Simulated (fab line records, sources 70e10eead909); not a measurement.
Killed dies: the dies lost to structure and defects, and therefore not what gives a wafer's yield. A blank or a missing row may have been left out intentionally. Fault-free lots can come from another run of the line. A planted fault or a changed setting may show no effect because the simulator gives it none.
Chamber matching | flow nand harc | NHARC_A_CONTACT_ALD_18 on ald metal-02: 4 sister chambers
The step deposits TiN, target thk 3 nm, pulse time 1 s, ald cycles 150. 4 wafers are shown with their chamber, then 12 later ones without.

## WAFERS WITH THEIR CHAMBER
wafer  | chamber | heater power w (W)
L088.1 | 0       | 1036
L088.4 | 3       | 890
L088.5 | 2       | 921
L088.6 | 1       | 1277

## WAFERS WITHOUT THEIR CHAMBER
wafer  | heater power w (W)
L085.4 | 867
L085.5 | 883
L085.6 | 1038
L093.1 | 1274
L093.2 | 941
L093.3 | 1033
L095.2 | 1043
L095.4 | 1300
L095.6 | 930
L089.1 | 861
L089.3 | 1035
L089.6 | 996

## WHICH CHAMBER EACH ONE RAN IN
wafer  | from the rows above     | in truth
L085.4 | can't be placed: 3 or 2 | 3
L085.5 | can't be placed: 3 or 2 | 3
L085.6 | 0                       | 0
L093.1 | 1                       | 1
L093.2 | can't be placed: 2 or 3 | 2
L093.3 | 0                       | 0
L095.2 | 0                       | 0
L095.4 | 1                       | 1
L095.6 | can't be placed: 2 or 3 | 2
L089.1 | can't be placed: 3 or 2 | 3
L089.3 | 0                       | 0
L089.6 | can't be placed: 0 or 2 | 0
Correctly placed: 6 of 12. Unplaceable from these rows: 6, with the true chamber sitting among the candidates in 6. Placed wrongly: 0.
How it was worked out, from the rows above alone: a wafer's distance from a chamber is the root of the sum, over the readings, of the square of ((its reading less the chamber's mean) divided by the reading's scatter). The wafer belongs to the nearest chamber; if the next one is less than 2 further off, it can't be placed. The mean given for a chamber averages the wafers shown for that chamber. The scatter (one wafer shown for each chamber): square how far every hidden wafer sits from the nearest shown wafer, average those squares and take the square root.
